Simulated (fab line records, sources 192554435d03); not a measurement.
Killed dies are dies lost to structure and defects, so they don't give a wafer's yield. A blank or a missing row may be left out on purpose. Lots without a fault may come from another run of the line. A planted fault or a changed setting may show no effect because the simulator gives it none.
Which tool did it? | flow n5_finfet | 8 lots, 23 wafers sampled, at 7 steps of a route of 1938

WHAT THE GAUGES READ, wafer by wafer
N5_GATE_CUT_INSPECT_15: inspects for defects (brightfield). Usual: raw_defect_count 120, standard deviation 41.
lot  | measured     | on                | raw_defect_count | flag
L696 | day 5 04:17  | defect_inspect-01 | 90 108 87        |
L698 | day 5 14:08  | defect_inspect-01 | 112 75 97        |
L699 | day 5 23:09  | defect_inspect-02 | 216 120 127      |
L703 | day 6 22:13  | defect_inspect-01 | 122 132          |
L709 | day 8 09:04  | defect_inspect-02 | 158 115 248      |
L710 | day 8 15:03  | defect_inspect-01 | 59 144 58        |
L713 | day 9 09:37  | defect_inspect-01 | 241 78 133       |
L716 | day 10 07:17 | defect_inspect-01 | 102 56 79        |

N5_GATE_CUT_THK_MEAS_24. Usual: GC_FILL_THK 220.8 nm, standard deviation 2.2.
lot  | measured     | on            | GC_FILL_THK (nm)  | flag
L696 | day 5 06:58  | film_metro-02 | 223.9 227.4 225.5 |
L698 | day 5 16:52  | film_metro-02 | 219.0 221.0 221.4 |
L699 | day 6 01:49  | film_metro-01 | 217.1 217.5 220.7 |
L703 | day 7 01:04  | film_metro-02 | 168.7 222.0       | OFF
L709 | day 8 11:43  | film_metro-01 | 221.8 222.2 222.2 |
L710 | day 8 17:49  | film_metro-01 | 220.4 223.8 223.7 |
L713 | day 9 12:37  | film_metro-02 | 219.3 222.4 223.0 |
L716 | day 10 10:25 | film_metro-01 | 220.5 222.5 220.2 |

N5_BEOL_M4_RC_MEAS_101. Usual: DIBL_N 35.8 mV/V, standard deviation 1.7; DIBL_P 35.3 mV/V, standard deviation 2; IOFF_N 0.150 nA/um, standard deviation 0.026; IOFF_P 0.194 nA/um, standard deviation 0.029; ION_N 667 uA/um, standard deviation 11; ION_P 456 uA/um, standard deviation 7.1; SS_N 71.4 mV/dec, standard deviation 0.65; SS_P 73.1 mV/dec, standard deviation 0.64; VT_N 251 mV, standard deviation 3; VT_P -252 mV, standard deviation 3.2.
lot  | measured     | on        | DIBL_N (mV/V)  | DIBL_P (mV/V)  | IOFF_N (nA/um)    | IOFF_P (nA/um)    | ION_N (uA/um) | ION_P (uA/um) | SS_N (mV/dec)  | SS_P (mV/dec)  | VT_N (mV)   | VT_P (mV)      | flag
L696 | day 10 07:59 | prober-02 | 36.1 36.0 37.7 | 36.4 36.0 37.8 | 0.148 0.150 0.173 | 0.197 0.196 0.228 | 663 671 666   | 452 462 457   | 71.0 71.1 72.4 | 73.3 73.4 74.0 | 252 253 247 | -252 -255 -250 |
L698 | day 11 04:16 | prober-02 | 36.4 37.6 34.9 | 35.5 37.3 33.0 | 0.157 0.187 0.123 | 0.188 0.220 0.159 | 673 688 658   | 457 463 450   | 71.0 71.5 70.8 | 72.8 73.7 73.2 | 251 246 256 | -249 -249 -253 |
L699 | day 11 08:04 | prober-02 | 33.9 31.8 34.2 | 32.9 31.0 33.7 | 0.125 0.097 0.125 | 0.150 0.135 0.157 | 669 644 662   | 448 443 453   | 71.4 69.8 71.0 | 72.4 72.2 72.5 | 255 256 253 | -255 -257 -254 |
L703 | day 12 13:01 | prober-01 | 34.5 35.6      | 36.0 36.7      | 0.148 0.175       | 0.217 0.238       | 665 671       | 464 462       | 71.5 71.9      | 73.9 73.8      | 250 247     | -247 -246      |
L709 | day 14 01:52 | prober-02 | 36.2 37.0 35.2 | 37.5 36.5 35.8 | 0.165 0.162 0.137 | 0.234 0.206 0.201 | 667 678 659   | 458 464 459   | 71.4 71.6 71.2 | 74.2 73.9 73.3 | 244 249 250 | -247 -249 -250 |
L710 | day 14 01:35 | prober-01 | 34.5 34.4 36.1 | 34.0 32.9 35.3 | 0.121 0.116 0.143 | 0.179 0.167 0.204 | 650 656 668   | 454 451 455   | 71.1 70.8 71.9 | 73.7 72.8 72.8 | 254 255 253 | -250 -255 -251 |
L713 | day 14 23:49 | prober-01 | 36.1 38.2 34.3 | 35.1 36.6 31.9 | 0.165 0.209 0.121 | 0.231 0.262 0.186 | 666 691 652   | 467 470 458   | 71.9 71.8 70.9 | 72.7 73.3 72.6 | 245 243 251 | -246 -244 -251 |
L716 | day 15 11:44 | prober-02 | 37.6 36.5 36.8 | 35.2 35.3 36.0 | 0.177 0.159 0.167 | 0.217 0.212 0.225 | 680 669 679   | 463 461 464   | 71.3 70.4 71.2 | 73.9 72.7 73.7 | 248 250 250 | -248 -250 -252 |

WHICH TOOL RAN EACH LOT (tool, then ch and the chambers of the sampled wafers, then the start)
lot  | N5_GATE_CUT_HM_DEP_46          | N5_GATE_CUT_ETCH_28               | N5_GATE_CUT_HM_OPEN_40            | N5_GATE_CUT_VAPOR_ETCH_51
L696 | pecvd-03 ch 0,1,2, day 5 03:44 | rie_diel-05 ch 0,2, day 5 04:21   | rie_diel-05 ch 0,2, day 5 04:29   | rie_metal-03 ch 1, day 5 04:57
L698 | pecvd-03 ch 1,2, day 5 13:42   | rie_diel-06 ch 0,2,3, day 5 14:16 | rie_diel-06 ch 0,2,3, day 5 14:24 | rie_metal-03 ch 0,1, day 5 14:52
L699 | pecvd-02 ch 0,2, day 5 22:44   | rie_diel-02 ch 0,1, day 5 23:13   | rie_diel-02 ch 0,1, day 5 23:21   | rie_metal-03 ch 0,1, day 5 23:49
L703 | pecvd-02 ch 2, day 6 21:40     | rie_diel-02 ch 2, day 6 22:17     | rie_diel-02 ch 2, day 6 22:24     | rie_metal-03 ch 0, day 6 22:52
L709 | pecvd-03 ch 1,2, day 8 08:31   | rie_diel-02 ch 0,1,2, day 8 09:08 | rie_diel-02 ch 0,1,2, day 8 09:16 | rie_metal-01 ch 0,1, day 8 09:44
L710 | pecvd-04 ch 0,1, day 8 14:30   | rie_diel-06 ch 2,3, day 8 15:07   | rie_diel-06 ch 2,3, day 8 15:15   | rie_metal-01 ch 0,1, day 8 15:44
L713 | pecvd-03 ch 0,1,2, day 9 09:04 | rie_diel-02 ch 2,3, day 9 10:02   | rie_diel-02 ch 2,3, day 9 10:10   | rie_metal-02 ch 0,1, day 9 10:38
L716 | pecvd-03 ch 0,2, day 10 06:52  | rie_diel-05 ch 0,3, day 10 07:22  | rie_diel-05 ch 0,3, day 10 07:29  | rie_metal-02 ch 0,1, day 10 07:58
- N5_GATE_CUT_HM_DEP_46: deposits SiO2 from TEOS/O2, target thk 130 nm, time 26.6 s.
- N5_GATE_CUT_ETCH_28: etches underlayer in N2/H2, target depth 13 nm, time 10.4 s.
- N5_GATE_CUT_HM_OPEN_40: chemistry C4F6/O2, target SiO2, target depth 139 nm, time 85.1 s.
- N5_GATE_CUT_VAPOR_ETCH_51: etches HfO2 in BCl3/Cl2.

WHAT THE TOOLS THEMSELVES READ (means of the sampled wafers that have a number; where no wafer has one, the mark that the record gives instead)
N5_GATE_CUT_HM_DEP_46. Usual: heater_power_outer_w 320 W, standard deviation 82; heater_power_w 565 W, standard deviation 97; showerhead_plenum_p_Torr 8.35 Torr, standard deviation 0.038; throttle_valve_pct 18.4 %, standard deviation 0.98.
lot  | tool     | heater_power_outer_w (W) | heater_power_w (W) | showerhead_plenum_p_Torr (Torr) | throttle_valve_pct (%) | flag
L696 | pecvd-03 | 287                      | 542                | 8.34                            | 18.2                   |
L698 | pecvd-03 | 257                      | 494                | 8.36                            | 17.4                   |
L699 | pecvd-02 | 300                      | 544                | 8.37                            | 18.9                   |
L703 | pecvd-02 | 334                      | 626                | 8.38                            | 18.9                   |
L709 | pecvd-03 | 258                      | 498                | 8.35                            | 17.5                   |
L710 | pecvd-04 | 343                      | 576                | 8.34                            | 19.0                   |
L713 | pecvd-03 | 308                      | 552                | 8.35                            | 18.3                   |
L716 | pecvd-03 | 292                      | 552                | 8.36                            | 17.4                   |

N5_GATE_CUT_ETCH_28. Usual: drypump_motor_current_A 5.8 A, standard deviation 0.49; etch_rf_on_time_s 10.29 s, standard deviation 0.26; n2_flow_sccm 200.0 sccm, standard deviation 0.58; oes_product_au 0.68 a.u., standard deviation 0.074; rf_vpp_V 524 V, standard deviation 3.1; showerhead_plenum_p_Torr 2.54 Torr, standard deviation 0.11; throttle_valve_pct 17.98 %, standard deviation 0.19.
lot  | tool        | drypump_motor_current_A (A) | etch_rf_on_time_s (s) | n2_flow_sccm (sccm) | oes_product_au (a.u.) | rf_vpp_V (V) | showerhead_plenum_p_Torr (Torr) | throttle_valve_pct (%) | flag
L696 | rie_diel-05 | 5.9                         | 10.43                 | 199.4               | 0.63                  | 524          | 2.55                            | 18.17                  |
L698 | rie_diel-06 | 5.8                         | 10.45                 | 200.1               | 0.62                  | 522          | 2.46                            | 18.12                  |
L699 | rie_diel-02 | 6.4                         | 10.23                 | 200.1               | 0.74                  | 527          | 2.69                            | 17.78                  |
L703 | rie_diel-02 | 5.3                         | 10.00                 | 200.4               | 0.70                  | 521          | 2.45                            | 17.80                  |
L709 | rie_diel-02 | 6.0                         | 10.14                 | 200.1               | 0.69                  | 525          | 2.59                            | 17.80                  |
L710 | rie_diel-06 | 6.0                         | 10.45                 | 200.3               | 0.67                  | 522          | 2.47                            | 17.99                  |
L713 | rie_diel-02 | 5.3                         | 10.11                 | 200.1               | 0.71                  | 522          | 2.50                            | 17.95                  |
L716 | rie_diel-05 | 5.6                         | 10.34                 | 199.1               | 0.75                  | 523          | 2.49                            | 17.73                  |

N5_GATE_CUT_HM_OPEN_40. Usual: drypump_motor_current_A 5.8 A, standard deviation 0.49; etch_rf_on_time_s 94.2 s, standard deviation 2.2; oes_ar_750_au 0.79 a.u., standard deviation 0.083; oes_product_au 0.71 a.u., standard deviation 0.079; rf_vpp_V 672 V, standard deviation 11; showerhead_plenum_p_Torr 2.84 Torr, standard deviation 0.11; throttle_valve_pct 21.05 %, standard deviation 0.24.
lot  | tool        | drypump_motor_current_A (A) | etch_rf_on_time_s (s) | oes_ar_750_au (a.u.) | oes_product_au (a.u.) | rf_vpp_V (V) | showerhead_plenum_p_Torr (Torr) | throttle_valve_pct (%) | flag
L696 | rie_diel-05 | 5.9                         | 97.5                  | 0.73                 | 0.66                  | 663          | 2.87                            | 21.27                  |
L698 | rie_diel-06 | 5.8                         | 95.8                  | 0.73                 | 0.66                  | 675          | 2.76                            | 21.23                  |
L699 | rie_diel-02 | 6.4                         | 92.1                  | 0.86                 | 0.78                  | 680          | 2.99                            | 20.71                  |
L703 | rie_diel-02 | 5.3                         | 75.6                  | 0.81                 | 0.73                  | 685          | 2.77                            | 20.98                  | OFF
L709 | rie_diel-02 | 6.0                         | 93.7                  | 0.81                 | 0.73                  | 679          | 2.90                            | 20.82                  |
L710 | rie_diel-06 | 6.0                         | 96.0                  | 0.78                 | 0.71                  | 684          | 2.78                            | 21.17                  |
L713 | rie_diel-02 | 5.3                         | 93.2                  | 0.83                 | 0.76                  | 680          | 2.81                            | 21.09                  |
L716 | rie_diel-05 | 5.6                         | 93.4                  | 0.87                 | 0.80                  | 668          | 2.81                            | 20.83                  |

N5_GATE_CUT_VAPOR_ETCH_51. Usual: drypump_motor_current_A 5.3 A, standard deviation 0.39; oes_product_au 0.76 a.u., standard deviation 0.13.
lot  | tool         | drypump_motor_current_A (A) | oes_product_au (a.u.) | flag
L696 | rie_metal-03 | 5.4                         | 0.83                  |
L698 | rie_metal-03 | 5.3                         | 0.87                  |
L699 | rie_metal-03 | 5.1                         | 0.90                  |
L703 | rie_metal-03 | 5.0                         | 0.92                  |
L709 | rie_metal-01 | 5.1                         | 0.59                  |
L710 | rie_metal-01 | 5.3                         | 0.60                  |
L713 | rie_metal-02 | 5.4                         | 0.87                  |
L716 | rie_metal-02 | 5.6                         | 0.83                  |

THE ANSWER, worked out from the rows above alone
Rule: a lot is off if the mean of its wafers that have a number lies more than 3 standard deviations from the usual mean. A lot without any number at a reading at which 4 lots or more have one is off too. The other lots that the step has rows for count as sound. The gauges are gone through in route order, then the tools' own readings, and for those a lot's mean is taken as printed above. The first step at which some lot is off is used, and at that step the reading that is off furthest; a lot without a number counts as furthest.
Off: L703, at N5_GATE_CUT_THK_MEAS_24 (GC_FILL_THK).
A tool fits if, at a process step before that reading, it ran every lot that is off, and no sound lot after the first of them. The gauges at N5_GATE_CUT_THK_MEAS_24 aren't tried: what is off there is off at N5_GATE_CUT_HM_OPEN_40 too, on other tools, and a gauge's error can't cause that. Can't be told from this: 2 tools fit, pecvd-02 at N5_GATE_CUT_HM_DEP_46, rie_metal-03 at N5_GATE_CUT_VAPOR_ETCH_51.

WHAT THE SIMULATOR HAD PUT IN
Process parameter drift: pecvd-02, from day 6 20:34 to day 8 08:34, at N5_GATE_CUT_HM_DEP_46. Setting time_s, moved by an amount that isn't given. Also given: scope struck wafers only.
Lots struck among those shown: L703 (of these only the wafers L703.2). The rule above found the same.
